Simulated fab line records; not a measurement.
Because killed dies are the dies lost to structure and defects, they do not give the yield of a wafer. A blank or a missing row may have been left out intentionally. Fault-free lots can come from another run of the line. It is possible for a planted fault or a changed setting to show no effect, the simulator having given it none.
Chamber matching + flow n5_finfet + rie_diel-05 running N5_BEOL_M13_DESCUM_33: 4 sister chambers
The step chemistry O2, time 7.9 s. 4 wafers are shown with their chamber, then 12 later ones without.

EACH WAFER AND ITS CHAMBER
| wafer  | chamber | drypump_motor_current_A (A) |
|--------|---------|-----------------------------|
| L088.2 | 0       | 6.6                         |
| L088.4 | 2       | 6.6                         |
| L090.3 | 3       | 5.8                         |
| L090.5 | 1       | 5.3                         |

WAFERS WITHOUT THEIR CHAMBER
| wafer  | drypump_motor_current_A (A) |
|--------|-----------------------------|
| L092.2 | 6.6                         |
| L092.3 | 6.6                         |
| L092.5 | 5.3                         |
| L093.2 | 5.8                         |
| L093.5 | 6.6                         |
| L093.6 | 5.8                         |
| L094.2 | 5.8                         |
| L094.4 | 6.7                         |
| L094.5 | 5.8                         |
| L097.1 | 6.6                         |
| L097.3 | 6.6                         |
| L097.4 | 5.3                         |

WHICH CHAMBER EACH WENT THROUGH
| wafer  | from the rows above     | in truth |
|--------|-------------------------|----------|
| L092.2 | can't be placed: 0 or 2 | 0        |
| L092.3 | can't be placed: 0 or 2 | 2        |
| L092.5 | 1                       | 1        |
| L093.2 | 3                       | 3        |
| L093.5 | can't be placed: 0 or 2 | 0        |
| L093.6 | 3                       | 3        |
| L094.2 | 3                       | 3        |
| L094.4 | can't be placed: 0 or 2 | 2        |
| L094.5 | 3                       | 3        |
| L097.1 | can't be placed: 0 or 2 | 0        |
| L097.3 | can't be placed: 0 or 2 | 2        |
| L097.4 | 1                       | 1        |
6 of 12 placed correctly. These rows do not allow placing 6 (true chamber among the candidates in 6). Placed wrongly: 0.
How it was worked out, from the rows above alone: a wafer's distance from a chamber is the root of the sum, over the readings, of the square of ((its reading less the chamber's mean) divided by the reading's scatter). If the next closest chamber is less than 2 further off than the closest, the wafer can't be placed; otherwise it belongs to the closest. Each chamber's mean is taken over the wafers shown for it. The scatter (one wafer shown for each chamber): square how far every hidden wafer sits from the nearest shown wafer, average those squares and take the square root.
